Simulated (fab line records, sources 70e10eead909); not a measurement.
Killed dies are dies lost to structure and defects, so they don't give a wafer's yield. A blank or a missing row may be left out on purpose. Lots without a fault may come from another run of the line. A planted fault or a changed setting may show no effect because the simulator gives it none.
fab line records | flow nand_harc | part 2 of 2: steps 5 to 6 of 6
record lots=20 wafers=60 last_day=33
route steps=1302 shown A_STAIRCASE@705
lots that met no fault: from a run of the same line without faults
start_h: hours from the record's first day to the start of the lot's first wafer shown | wait_h: hours since the lot's step before | " the same as in the row above | L1.1+2: a row that stands for several wafers | - no value, or no start given | * or withheld: withheld | < > ~ a bound
route shown NAME@n: a module of which the file shows steps, and the number in the route of the first | usual: mean/standard deviation of fault-free wafers | same: alike in all rows | chamber/n: place in a boat | sites: the reading at each site | _std_site: their standard deviation | _edge_site: outer sites' mean less inner sites' | radius_mm: how far each site lies from the wafer's centre | mask NAME#n: copy n | behind: the tool/chamber that last shaped the wafer | hold: why the lot was held/for how many hours/how that ended | device: the transistor (n, p or np) that didn't switch | end of line: the same wafers' tests at the end of the route | a step without rows: its recipe alone | killed: dies lost to structure and defects at the first sort, not the wafer's yield | map: a wafer's dies, x killed, . not, _ none there
set.NAME: the setting as run; set.NAME@STEP: as run at that earlier step | model.NAME: the simulator's own value behind a step, which no gauge read
steps of the route over a sample of lots; a table a step, a row a wafer
services: from which hour (start_h, from the record's first day; less than 0 if before it) a tool's chamber was out of use, for how many hours, and why
## steps
# step NHARC_A_STAIRCASE_TRIM_226
# recipe time_s=211.2 o2_flow_sccm=500 ar_flow_sccm=0 bias_w=0 chemistry=O2
# usual chamber_pressure_mTorr=60.00/0.057 drypump_motor_current_A=5.6/0.42 oes_product_au=1.003/0.011 rf_vpp_V=57.6/0.87 showerhead_plenum_p_Torr=3.44/0.11 throttle_valve_pct=17.036/0.0083
# columns lot.wafer tool chamber start_h wait_h chamber_pressure_mTorr drypump_motor_current_A oes_product_au rf_hours_counter_h rf_vpp_V showerhead_plenum_p_Torr throttle_valve_pct
L074.4 rie_diel-08 1 - - 60.01 5.8 0.992 3 57.2 3.56 17.041
L074.3 " 2 " " 59.98 5.9 0.993 3 57.4 3.46 17.049
L074.1 " 3 " " 60.00 5.9 0.996 3 57.4 3.47 17.040
L075.3 rie_diel-08 2 - - 60.07 5.9 0.981 5 57.3 3.46 17.028
L075.2 " 0 " " 60.00 5.3 0.992 5 57.2 3.33 17.047
L075.6 " 2 " " 59.94 5.9 0.983 - 58.0 3.46 17.041
L076.3 rie_diel-01 2 - - 60.04 5.2 0.989 2 56.0 3.30 17.040
L076.2 " 0 " " 60.02 4.9 1.013 2 59.5 3.37 17.022
L076.5 " 3 " " 59.99 6.0 1.002 - 56.7 3.41 17.048
L077.2 rie_diel-04 3 - - 60.03 5.5 1.008 22 58.4 3.60 17.038
L077.5 " 0 " " 60.00 5.2 1.018 - 58.3 3.73 17.047
L077.6 " 1 " " 60.01 5.5 0.997 - 58.8 3.46 17.038
L079.1 rie_diel-04 2 - - 59.88 6.1 0.984 24 58.3 3.41 17.019
L079.5 " 1 " " 60.09 5.5 1.002 - 57.2 3.45 17.039
L079.6 " 2 " " 60.07 6.2 0.993 - 57.7 3.41 17.033
L078.3 rie_diel-01 2 - - 59.93 5.2 0.991 10 58.1 3.30 17.037
L078.2 " 1 " " 60.00 6.4 1.026 11 58.2 3.40 17.031
L078.6 " 3 " " 60.00 6.0 0.988 - 57.7 3.41 17.023
L080.1 rie_diel-08 2 - - 59.90 5.9 0.984 16 58.0 3.46 17.042
L080.2 " 1 " " 60.02 5.8 0.992 17 58.1 3.55 17.027
L080.6 " 2 " " 60.01 5.9 0.983 - 58.3 3.46 17.042
L081.1 rie_diel-04 3 - - 60.02 5.4 1.001 36 58.4 3.59 17.017
L081.3 " 1 " " 60.02 5.5 1.003 36 57.9 3.45 17.034
L081.6 " 2 " " 60.02 6.0 0.993 - 57.5 3.41 17.027
L083.1 rie_diel-08 1 - - 60.11 5.9 1.007 33 57.1 3.54 17.039
L083.5 " 3 " " 59.94 5.9 0.998 - 57.4 3.45 17.035
L083.6 " 0 " " 59.94 5.3 1.003 - 56.6 3.31 17.029
L084.3 rie_diel-08 2 - - 60.04 5.9 0.994 31 57.0 3.45 17.032
L084.1 " 0 " " 59.94 5.3 1.003 32 57.0 3.31 17.048
L084.2 " 1 " " 59.98 5.8 0.994 33 58.6 3.54 17.046
L087.4 rie_diel-08 1 - - 60.07 5.8 0.996 42 57.7 3.54 17.041
L087.2 " 3 " " 59.95 5.8 0.996 41 58.7 3.45 17.032
L087.1 " 0 " " 59.94 5.3 1.007 43 56.1 3.31 17.034
L086.2 rie_diel-01 3 - - 60.00 5.9 1.005 34 58.4 3.40 17.043
L086.4 " 0 " " 59.93 5.0 1.009 35 57.5 3.35 17.035
L086.5 " 3 " " 60.05 5.9 1.006 - 57.4 3.40 17.032
L089.3 rie_diel-08 3 - - 60.01 5.9 0.990 44 57.3 3.45 17.027
L089.2 " 1 " " 60.02 5.8 1.002 47 58.7 3.53 17.047
L089.1 " 2 " " 60.11 5.9 1.004 44 58.2 3.44 17.046
L091.2 rie_diel-01 1 - - 60.00 6.4 1.015 49 57.0 3.38 17.028
L091.6 " 1 " " 60.07 6.4 1.010 - 57.1 3.38 17.031
L091.5 " 2 " " 59.99 5.2 0.997 - 58.0 3.28 17.037
L092.2 rie_diel-01 2 - - 59.96 5.2 0.989 55 57.5 3.28 17.042
L092.3 " 3 " " 59.89 5.9 0.995 53 56.9 3.39 17.056
L092.4 " 0 " " 59.96 4.9 1.006 54 57.0 3.34 17.034
L093.2 rie_diel-04 1 - - 60.01 5.5 1.020 4 57.7 3.43 17.038
L093.1 " 0 " " 60.02 5.2 1.020 5 58.8 3.70 17.040
L093.5 " 1 " " 59.92 5.5 1.029 - 57.0 3.43 17.028
L094.3 rie_diel-08 1 - - 60.05 5.8 1.005 0 57.4 3.52 17.040
L094.2 " 2 " " 59.91 5.9 1.009 0 58.7 3.43 17.030
L094.5 " 1 " " 60.03 5.8 1.000 - 57.9 3.52 17.020
L095.3 rie_diel-04 0 - - 60.03 5.1 1.012 16 57.5 3.70 17.028
L095.2 " 1 " " 60.00 5.5 1.025 15 56.7 3.42 17.030
L095.1 " 2 " " 59.99 6.1 0.998 14 56.0 3.38 17.019
L097.2 rie_diel-01 0 - - 59.96 5.0 1.007 13 57.2 3.34 17.018
L097.4 " 1 " " 60.04 6.4 1.007 - 57.3 3.37 17.042
L097.6 " 0 " " 59.95 4.9 1.013 - 59.1 3.34 17.044
L096.4 rie_diel-04 0 - - 59.97 5.1 1.012 20 56.7 3.69 17.033
L096.1 " 1 " " 60.04 5.5 1.023 19 57.7 3.42 17.052
L096.2 " 3 " " 59.99 5.5 1.009 19 57.3 3.56 17.049
# step NHARC_A_STAIRCASE_HM_OPEN_460
# recipe o2_flow_sccm=400 cos_flow_sccm=20 ar_flow_sccm=0 rf_w=500 bias_w=300 chemistry=O2/COS
# usual chamber_pressure_mTorr=20.002/0.016 drypump_motor_current_A=5.6/0.42 oes_product_au=1.006/0.011 rf_vpp_V=466.1/2.6 showerhead_plenum_p_Torr=3.07/0.12 throttle_valve_pct=28.328/0.0098
# columns lot.wafer tool chamber start_h wait_h chamber_pressure_mTorr drypump_motor_current_A oes_product_au rf_hours_counter_h rf_vpp_V showerhead_plenum_p_Torr throttle_valve_pct
L074.3 rie_diel-04 3 - - 19.985 5.4 1.009 24 468.8 3.18 28.325
L074.4 " 1 " " 20.008 5.5 1.002 25 467.2 3.06 28.339
L074.1 " 2 " " 20.004 6.0 0.993 24 464.8 3.02 28.304
L075.2 rie_diel-01 0 - - 19.997 4.9 1.021 5 463.8 2.98 28.339
L075.3 " 2 " " 19.981 5.2 1.006 6 463.2 2.92 28.332
L075.6 " 0 " " 19.976 4.9 1.031 - 463.8 2.98 28.330
L076.2 rie_diel-04 1 - - 20.015 5.5 1.003 28 467.2 3.05 28.316
L076.3 " 0 " " 20.005 5.1 1.006 29 470.9 3.30 28.310
L076.5 " 2 " " 20.013 6.1 0.979 - 464.0 3.02 28.331
L077.2 rie_diel-04 1 - - 20.023 5.5 1.004 29 466.3 3.05 28.332
L077.6 " 3 " " 20.010 5.5 1.005 - 469.8 3.18 28.337
L077.5 " 0 " " 20.000 5.1 1.016 - 470.8 3.30 28.333
L079.1 rie_diel-01 0 - - 19.985 4.9 1.006 10 464.0 2.98 28.324
L079.6 " 0 " " 20.032 4.9 1.013 - 463.9 2.98 28.340
L079.5 " 1 " " 19.989 6.4 1.008 - 463.0 3.01 28.323
L078.2 rie_diel-04 0 - - 20.005 5.1 1.013 36 471.7 3.30 28.323
L078.3 " 2 " " 20.011 6.1 0.981 34 464.4 3.01 28.338
L078.6 " 3 " " 20.006 5.5 1.000 - 467.9 3.18 28.334
L080.2 rie_diel-08 1 - - 19.978 5.8 1.000 27 467.1 3.14 28.329
L080.1 " 2 " " 20.014 5.9 1.001 24 465.6 3.05 28.319
L080.6 " 1 " " 19.992 5.8 0.996 - 468.1 3.14 28.326
L081.1 rie_diel-01 2 - - 19.992 5.2 1.015 22 463.8 2.91 28.335
L081.3 " 0 " " 20.006 5.0 1.019 22 464.1 2.97 28.332
L081.6 " 2 " " 20.001 5.2 1.009 - 463.0 2.91 28.325
L083.1 rie_diel-08 3 - - 19.991 5.9 1.009 34 465.6 3.05 28.333
L083.5 " 0 " " 19.986 5.3 1.012 - 463.2 2.93 28.322
L083.6 " 1 " " 19.994 5.8 1.002 - 467.1 3.13 28.319
L084.3 rie_diel-01 2 - - 20.007 5.2 0.999 32 462.8 2.91 28.327
L084.1 " 3 " " 20.017 6.0 1.001 29 463.8 3.01 28.328
L084.2 " 0 " " 20.007 4.9 0.997 31 464.0 2.97 28.343
L087.4 rie_diel-04 2 - - 19.987 6.1 0.990 62 464.9 3.00 28.334
L087.1 " 3 " " 20.018 5.4 1.008 62 469.6 3.16 28.319
L087.2 " 0 " " 20.018 5.1 1.029 64 470.8 3.28 28.331
L086.2 rie_diel-08 2 - - 19.994 5.9 0.998 47 466.6 3.04 28.339
L086.4 " 3 " " 19.989 5.8 0.984 48 465.3 3.05 28.338
L086.5 " 1 " " 20.009 5.8 0.997 - 468.0 3.12 28.321
L089.3 rie_diel-04 2 - - 20.009 6.1 0.982 69 463.9 3.00 28.330
L089.1 " 3 " " 19.979 5.4 1.002 69 467.3 3.16 28.337
L089.2 " 0 " " 19.978 5.1 1.007 71 468.9 3.28 28.336
L091.2 rie_diel-04 1 - - 19.975 5.5 1.013 7 465.0 3.03 28.311
L091.5 " 1 " " 19.967 5.5 1.019 - 463.6 3.03 28.326
L091.6 " 2 " " 20.007 6.2 1.003 - 463.6 2.99 28.346
L092.3 rie_diel-01 0 - - 19.989 4.9 1.004 2 465.2 2.96 28.330
L092.2 " 3 " " 19.991 6.0 1.003 4 463.9 2.99 28.332
L092.4 " 2 " " 19.972 5.2 0.997 - 471.9 3.37 28.332
L093.1 rie_diel-01 0 - - 19.963 4.9 1.013 2 464.9 2.95 28.316
L093.2 " 2 " " 20.012 5.2 0.995 4 472.3 3.37 28.315
L093.5 " 3 " " 19.977 6.0 1.000 - 464.8 2.99 28.330
L094.2 rie_diel-04 3 - - 19.988 5.5 1.019 12 467.9 3.15 28.307
L094.3 " 0 " " 19.999 5.1 1.023 13 470.6 3.27 28.344
L094.5 " 3 " " 20.008 5.4 1.014 - 467.3 3.15 28.331
L095.1 rie_diel-04 2 - - 19.979 6.1 1.003 19 464.7 2.99 28.338
L095.2 " 3 " " 20.012 5.5 1.012 20 466.4 3.15 28.338
L095.3 " 0 " " 19.982 5.2 1.019 21 470.8 3.27 28.325
L097.2 rie_diel-08 2 - - 19.995 5.9 1.015 2 464.9 3.03 28.335
L097.4 " 3 " " 20.018 5.8 0.991 15 463.5 3.03 28.317
L097.6 " 2 " " 19.976 5.9 1.009 - 466.7 3.03 28.312
L096.2 rie_diel-04 1 - - 20.027 5.5 1.024 24 465.7 3.02 28.339
L096.1 " 2 " " 19.987 6.1 1.008 24 463.5 2.99 28.323
L096.4 " 1 " " 19.996 5.5 1.024 - 464.9 3.02 28.322
## services
# columns tool chamber start_h hours kind
rie_diel-08 - 368.04 9.0 pm
rie_diel-08 0 368.04 9.0 vent_cycle
rie_diel-08 1 368.04 9.0 vent_cycle
rie_diel-08 2 368.04 9.0 vent_cycle
rie_diel-08 3 368.04 9.0 vent_cycle
rie_diel-08 0 377.04 - clean
rie_diel-08 1 377.04 - clean
rie_diel-08 2 377.04 - clean
rie_diel-08 3 377.04 - clean
rie_diel-01 - 380.91 9.0 pm
rie_diel-08 0 401.54 - clean
rie_diel-08 1 401.54 - clean
rie_diel-08 2 401.54 - clean
rie_diel-08 3 401.54 - clean
rie_diel-01 3 415.92 2.4 repair
rie_diel-08 0 426.04 - clean
rie_diel-08 1 426.04 - clean
rie_diel-04 - 532.03 9.0 pm
rie_diel-08 3 538.83 31.0 repair
rie_diel-08 - 545.11 9.0 pm
rie_diel-04 - 557.25 0.3 repair
rie_diel-01 - 557.91 9.0 pm
rie_diel-08 2 560.10 45.4 repair
rie_diel-01 2 588.88 10.9 repair
